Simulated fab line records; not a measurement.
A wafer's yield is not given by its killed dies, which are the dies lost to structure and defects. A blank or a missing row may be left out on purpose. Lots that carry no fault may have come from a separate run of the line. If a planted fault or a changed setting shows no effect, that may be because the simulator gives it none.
Which tool did it? / flow nand_harc / Sampling: 13 lots, 39 wafers, 3 of 1302 route steps

== WHAT THE GAUGES READ, wafer by wafer ==
NHARC_P_ZERO_WELL_CD_MEAS_52 targets a cd of 2000 nm. Usual: cd_nm reads 2000.8 nm (standard deviation 1.6).
lot=L892; measured=day 2 02:36; on=cd_sem-02; cd_nm (nm)=2002.0 1998.7 2001.5; flag=
lot=L894; measured=day 2 22:25; on=cd_sem-02; cd_nm (nm)=1999.9 2000.0 2000.2; flag=
lot=L895; measured=day 3 07:48; on=cd_sem-02; cd_nm (nm)=2000.4 1999.9 2001.2; flag=
lot=L896; measured=day 3 18:01; on=cd_sem-03; cd_nm (nm)=2003.8 2002.8 2000.1; flag=
lot=L898; measured=day 4 13:50; on=cd_sem-03; cd_nm (nm)=2001.4 2001.1 2002.9; flag=
lot=L900; measured=day 5 09:37; on=cd_sem-02; cd_nm (nm)=1999.5 1998.4 2002.1; flag=
lot=L902; measured=day 6 05:46; on=cd_sem-01; cd_nm (nm)=1998.7 2003.2 2000.3; flag=
lot=L904; measured=day 7 01:44; on=cd_sem-03; cd_nm (nm)=- - -; flag=OFF
lot=L905; measured=day 7 11:47; on=cd_sem-03; cd_nm (nm)=2003.9 2002.4 2000.1; flag=
lot=L908; measured=day 8 17:23; on=cd_sem-03; cd_nm (nm)=1998.4 1997.9 1997.4; flag=
lot=L913; measured=day 10 19:38; on=cd_sem-02; cd_nm (nm)=2003.3 2001.8 2003.2; flag=
lot=L914; measured=day 11 05:51; on=cd_sem-01; cd_nm (nm)=2000.6 2000.7 2000.1; flag=
lot=L915; measured=day 11 15:38; on=cd_sem-02; cd_nm (nm)=2000.0 2002.4 1998.3; flag=

== TOOL THAT RAN EACH LOT (tool first, then ch and the chambers of the sampled wafers, then the start) ==
lot=L892; NHARC_P_ZERO_WELL_DESCUM_13=rie_diel-05 ch 0,1,3, day 1 21:28; NHARC_P_ZERO_WELL_EXPOSE_49=krf_scanner-04 ch 0, day 2 02:27
lot=L894; NHARC_P_ZERO_WELL_DESCUM_13=rie_diel-08 ch 1,3, day 2 17:23; NHARC_P_ZERO_WELL_EXPOSE_49=krf_scanner-04 ch 0, day 2 22:15
lot=L895; NHARC_P_ZERO_WELL_DESCUM_13=rie_diel-05 ch 0,1,2, day 3 03:24; NHARC_P_ZERO_WELL_EXPOSE_49=krf_scanner-04 ch 0, day 3 07:38
lot=L896; NHARC_P_ZERO_WELL_DESCUM_13=rie_diel-02 ch 1,3, day 3 13:17; NHARC_P_ZERO_WELL_EXPOSE_49=krf_scanner-03 ch 0, day 3 17:51
lot=L898; NHARC_P_ZERO_WELL_DESCUM_13=rie_diel-08 ch 1,2, day 4 09:19; NHARC_P_ZERO_WELL_EXPOSE_49=krf_scanner-02 ch 0, day 4 13:41
lot=L900; NHARC_P_ZERO_WELL_DESCUM_13=rie_diel-08 ch 0,2, day 5 05:23; NHARC_P_ZERO_WELL_EXPOSE_49=krf_scanner-03 ch 0, day 5 09:27
lot=L902; NHARC_P_ZERO_WELL_DESCUM_13=rie_diel-05 ch 1,2, day 6 01:24; NHARC_P_ZERO_WELL_EXPOSE_49=krf_scanner-04 ch 0, day 6 05:37
lot=L904; NHARC_P_ZERO_WELL_DESCUM_13=rie_diel-05 ch 0,1,3, day 6 21:16; NHARC_P_ZERO_WELL_EXPOSE_49=krf_scanner-02 ch 0, day 7 01:35
lot=L905; NHARC_P_ZERO_WELL_DESCUM_13=rie_diel-08 ch 0,3, day 7 07:25; NHARC_P_ZERO_WELL_EXPOSE_49=krf_scanner-02 ch 0, day 7 11:38
lot=L908; NHARC_P_ZERO_WELL_DESCUM_13=rie_diel-05 ch 0,3, day 8 13:17; NHARC_P_ZERO_WELL_EXPOSE_49=krf_scanner-03 ch 0, day 8 17:14
lot=L913; NHARC_P_ZERO_WELL_DESCUM_13=rie_diel-05 ch 0,3, day 10 15:22; NHARC_P_ZERO_WELL_EXPOSE_49=krf_scanner-02 ch 0, day 10 19:29
lot=L914; NHARC_P_ZERO_WELL_DESCUM_13=rie_diel-05 ch 0,1,2, day 11 01:24; NHARC_P_ZERO_WELL_EXPOSE_49=krf_scanner-03 ch 0, day 11 05:42
lot=L915; NHARC_P_ZERO_WELL_DESCUM_13=rie_diel-08 ch 1,2,3, day 11 11:25; NHARC_P_ZERO_WELL_EXPOSE_49=krf_scanner-03 ch 0, day 11 15:29
- NHARC_P_ZERO_WELL_DESCUM_13: chemistry O2, time 3 s.
- NHARC_P_ZERO_WELL_EXPOSE_49: exposes mask P HVPW, target cd 2000 nm.

== WHAT THE TOOLS THEMSELVES READ (means of the sampled wafers that have a number; where no wafer has one, the mark that the record gives instead) ==
NHARC_P_ZERO_WELL_DESCUM_13. Usual: chamber_pressure_mTorr 60.00 mTorr, standard deviation 0.055; drypump_motor_current_A 5.3 A, standard deviation 0.49; oes_product_au 1.000 a.u., standard deviation 0.01; rf_vpp_V 57.8 V, standard deviation 0.92; showerhead_plenum_p_Torr 1.95 Torr, standard deviation 0.077; throttle_valve_pct 11.311 %, standard deviation 0.0091.
lot=L892; tool=rie_diel-05; chamber_pressure_mTorr (mTorr)=59.98; drypump_motor_current_A (A)=5.1; oes_product_au (a.u.)=0.993; rf_vpp_V (V)=57.3; showerhead_plenum_p_Torr (Torr)=1.90; throttle_valve_pct (%)=11.301; flag=
lot=L894; tool=rie_diel-08; chamber_pressure_mTorr (mTorr)=59.99; drypump_motor_current_A (A)=5.8; oes_product_au (a.u.)=1.000; rf_vpp_V (V)=57.5; showerhead_plenum_p_Torr (Torr)=1.85; throttle_valve_pct (%)=11.312; flag=
lot=L895; tool=rie_diel-05; chamber_pressure_mTorr (mTorr)=60.03; drypump_motor_current_A (A)=5.1; oes_product_au (a.u.)=1.002; rf_vpp_V (V)=57.4; showerhead_plenum_p_Torr (Torr)=1.88; throttle_valve_pct (%)=11.315; flag=
lot=L896; tool=rie_diel-02; chamber_pressure_mTorr (mTorr)=60.01; drypump_motor_current_A (A)=5.4; oes_product_au (a.u.)=0.993; rf_vpp_V (V)=57.6; showerhead_plenum_p_Torr (Torr)=1.95; throttle_valve_pct (%)=11.313; flag=
lot=L898; tool=rie_diel-08; chamber_pressure_mTorr (mTorr)=60.04; drypump_motor_current_A (A)=5.5; oes_product_au (a.u.)=1.004; rf_vpp_V (V)=57.1; showerhead_plenum_p_Torr (Torr)=1.85; throttle_valve_pct (%)=11.313; flag=
lot=L900; tool=rie_diel-08; chamber_pressure_mTorr (mTorr)=60.00; drypump_motor_current_A (A)=5.1; oes_product_au (a.u.)=1.015; rf_vpp_V (V)=57.8; showerhead_plenum_p_Torr (Torr)=1.96; throttle_valve_pct (%)=11.314; flag=
lot=L902; tool=rie_diel-05; chamber_pressure_mTorr (mTorr)=59.97; drypump_motor_current_A (A)=5.1; oes_product_au (a.u.)=1.001; rf_vpp_V (V)=58.1; showerhead_plenum_p_Torr (Torr)=1.93; throttle_valve_pct (%)=11.318; flag=
lot=L904; tool=rie_diel-05; chamber_pressure_mTorr (mTorr)=60.05; drypump_motor_current_A (A)=5.1; oes_product_au (a.u.)=1.010; rf_vpp_V (V)=58.1; showerhead_plenum_p_Torr (Torr)=1.99; throttle_valve_pct (%)=11.314; flag=
lot=L905; tool=rie_diel-08; chamber_pressure_mTorr (mTorr)=60.03; drypump_motor_current_A (A)=5.5; oes_product_au (a.u.)=1.007; rf_vpp_V (V)=57.9; showerhead_plenum_p_Torr (Torr)=1.93; throttle_valve_pct (%)=11.314; flag=
lot=L908; tool=rie_diel-05; chamber_pressure_mTorr (mTorr)=59.99; drypump_motor_current_A (A)=5.4; oes_product_au (a.u.)=1.002; rf_vpp_V (V)=57.2; showerhead_plenum_p_Torr (Torr)=2.00; throttle_valve_pct (%)=11.311; flag=
lot=L913; tool=rie_diel-05; chamber_pressure_mTorr (mTorr)=60.01; drypump_motor_current_A (A)=5.0; oes_product_au (a.u.)=1.010; rf_vpp_V (V)=58.5; showerhead_plenum_p_Torr (Torr)=2.03; throttle_valve_pct (%)=11.308; flag=
lot=L914; tool=rie_diel-05; chamber_pressure_mTorr (mTorr)=59.97; drypump_motor_current_A (A)=5.1; oes_product_au (a.u.)=1.003; rf_vpp_V (V)=57.5; showerhead_plenum_p_Torr (Torr)=1.97; throttle_valve_pct (%)=11.310; flag=
lot=L915; tool=rie_diel-08; chamber_pressure_mTorr (mTorr)=59.97; drypump_motor_current_A (A)=5.5; oes_product_au (a.u.)=1.009; rf_vpp_V (V)=57.1; showerhead_plenum_p_Torr (Torr)=1.89; throttle_valve_pct (%)=11.314; flag=

== THE ANSWER, worked out from the rows above alone ==
Rule: lot off if the mean of its wafers having a number is beyond 3 standard deviations from the usual mean. Also off: a lot with no number at a reading for which 4 or more lots have one. Where the step has rows for the other lots, those lots are counted as sound. First the gauges in route order, then the tools' own readings, where a lot's mean is used as printed above. The first step at which some lot is off is used, and at that step the reading that is off furthest; a lot without a number counts as furthest.
Off, at NHARC_P_ZERO_WELL_CD_MEAS_52 on cd_nm: L904. Without a number there: L904.
A tool fits if, at a process step before that reading, it ran every lot that is off, and no sound lot after the first of them. The gauges at NHARC_P_ZERO_WELL_CD_MEAS_52 are tried like those tools. Not one of the candidates tried fits.

== WHAT WAS PUT IN BY THE SIMULATOR ==
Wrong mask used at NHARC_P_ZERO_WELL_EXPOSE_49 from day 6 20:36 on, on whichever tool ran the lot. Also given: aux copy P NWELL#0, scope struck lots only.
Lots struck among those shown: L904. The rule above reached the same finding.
